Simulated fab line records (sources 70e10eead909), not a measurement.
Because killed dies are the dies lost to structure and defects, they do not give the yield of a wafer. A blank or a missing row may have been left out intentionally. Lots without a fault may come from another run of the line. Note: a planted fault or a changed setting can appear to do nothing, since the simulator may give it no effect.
Chamber matching :: flow nand-harc :: NHARC_P_ZERO_WELL_DESCUM_13 on rie-diel-05 has 4 sister chambers
The step chemistry O2, time 3 s. 14 wafers are shown with their chamber, then 7 later ones without.

## WAFERS WITH THEIR CHAMBER
wafer: L076.1
chamber: 1
drypump-motor-current-A (A): 5.3
oes-product-au (a.u.): 0.997
throttle-valve-pct (%): 11.332

wafer: L076.5
chamber: 3
drypump-motor-current-A (A): 5.1
oes-product-au (a.u.): 0.997
throttle-valve-pct (%): 11.308

wafer: L076.6
chamber: 0
drypump-motor-current-A (A): 5.5
oes-product-au (a.u.): 1.012
throttle-valve-pct (%): 11.311

wafer: L078.3
chamber: 1
drypump-motor-current-A (A): 5.3
oes-product-au (a.u.): 0.992
throttle-valve-pct (%): 11.318

wafer: L078.4
chamber: 2
drypump-motor-current-A (A): 5.1
oes-product-au (a.u.): 0.995
throttle-valve-pct (%): 11.313

wafer: L078.5
chamber: 0
drypump-motor-current-A (A): 5.5
oes-product-au (a.u.): 1.018
throttle-valve-pct (%): 11.291

wafer: L081.2
chamber: 1
drypump-motor-current-A (A): 5.3
oes-product-au (a.u.): 0.996
throttle-valve-pct (%): 11.306

wafer: L081.3
chamber: 2
drypump-motor-current-A (A): 5.1
oes-product-au (a.u.): 1.009
throttle-valve-pct (%): 11.310

wafer: L081.4
chamber: 0
drypump-motor-current-A (A): 5.4
oes-product-au (a.u.): 1.033
throttle-valve-pct (%): 11.314

wafer: L083.2
chamber: 3
drypump-motor-current-A (A): 5.1
oes-product-au (a.u.): 1.003
throttle-valve-pct (%): 11.311

wafer: L083.3
chamber: 0
drypump-motor-current-A (A): 5.5
oes-product-au (a.u.): 1.022
throttle-valve-pct (%): 11.318

wafer: L083.5
chamber: 0
drypump-motor-current-A (A): 5.5
oes-product-au (a.u.): 1.014
throttle-valve-pct (%): 11.307

wafer: L084.1
chamber: 2
drypump-motor-current-A (A): 5.2
oes-product-au (a.u.): 0.995
throttle-valve-pct (%): 11.312

wafer: L084.4
chamber: 3
drypump-motor-current-A (A): 5.2
oes-product-au (a.u.): 0.996
throttle-valve-pct (%): 11.296

SIGNATURES, as means of the wafers listed above
reading: drypump-motor-current-A
chamber 0: 5.480
chamber 1: 5.300
chamber 2: 5.133
chamber 3: 5.133
scatter within a chamber: 0.0462

reading: oes-product-au
chamber 0: 1.01980
chamber 1: 0.99500
chamber 2: 0.99967
chamber 3: 0.99867
scatter within a chamber: 0.00671

reading: throttle-valve-pct
chamber 0: 11.30820
chamber 1: 11.31867
chamber 2: 11.31167
chamber 3: 11.30500
scatter within a chamber: 0.00951
Rule: for a wafer and a chamber, the distance is found by dividing, reading by reading, the gap between the wafer's reading and the chamber's mean by the reading's scatter, squaring, summing and taking the root. If the next closest chamber is less than 2 further off than the closest, the wafer can't be placed; otherwise it belongs to the closest. The scatter: take each reading less its chamber's mean, square it, sum over the shown wafers, divide by the number of wafers less the number of chambers, and take the root.

## WAFERS WITH NO CHAMBER GIVEN
wafer: L084.6
drypump-motor-current-A (A): 5.3
oes-product-au (a.u.): 0.986
throttle-valve-pct (%): 11.302

wafer: L095.1
drypump-motor-current-A (A): 5.1
oes-product-au (a.u.): 0.996
throttle-valve-pct (%): 11.298

wafer: L095.2
drypump-motor-current-A (A): 5.1
oes-product-au (a.u.): 1.001
throttle-valve-pct (%): 11.321

wafer: L095.4
drypump-motor-current-A (A): 5.1
oes-product-au (a.u.): 1.008
throttle-valve-pct (%): 11.322

wafer: L096.3
drypump-motor-current-A (A): 5.5
oes-product-au (a.u.): 1.015
throttle-valve-pct (%): 11.308

wafer: L096.5
drypump-motor-current-A (A): 5.5
oes-product-au (a.u.): 1.014
throttle-valve-pct (%): 11.302

wafer: L096.6
drypump-motor-current-A (A): 5.2
oes-product-au (a.u.): 0.990
throttle-valve-pct (%): 11.324

## THE CHAMBER EACH PASSED THROUGH
wafer: L084.6
from the rows above: can't be placed: 1 or 3
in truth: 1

wafer: L095.1
from the rows above: can't be placed: 3 or 2
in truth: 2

wafer: L095.2
from the rows above: can't be placed: 2 or 3
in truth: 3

wafer: L095.4
from the rows above: can't be placed: 2 or 3
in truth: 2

wafer: L096.3
from the rows above: 0
in truth: 0

wafer: L096.5
from the rows above: 0
in truth: 0

wafer: L096.6
from the rows above: can't be placed: 1 or 2 or 3
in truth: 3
Correctly placed: 2 of 7. Unplaceable from these rows: 5, with the true chamber sitting among the candidates in 5. Wrongly placed: 0.
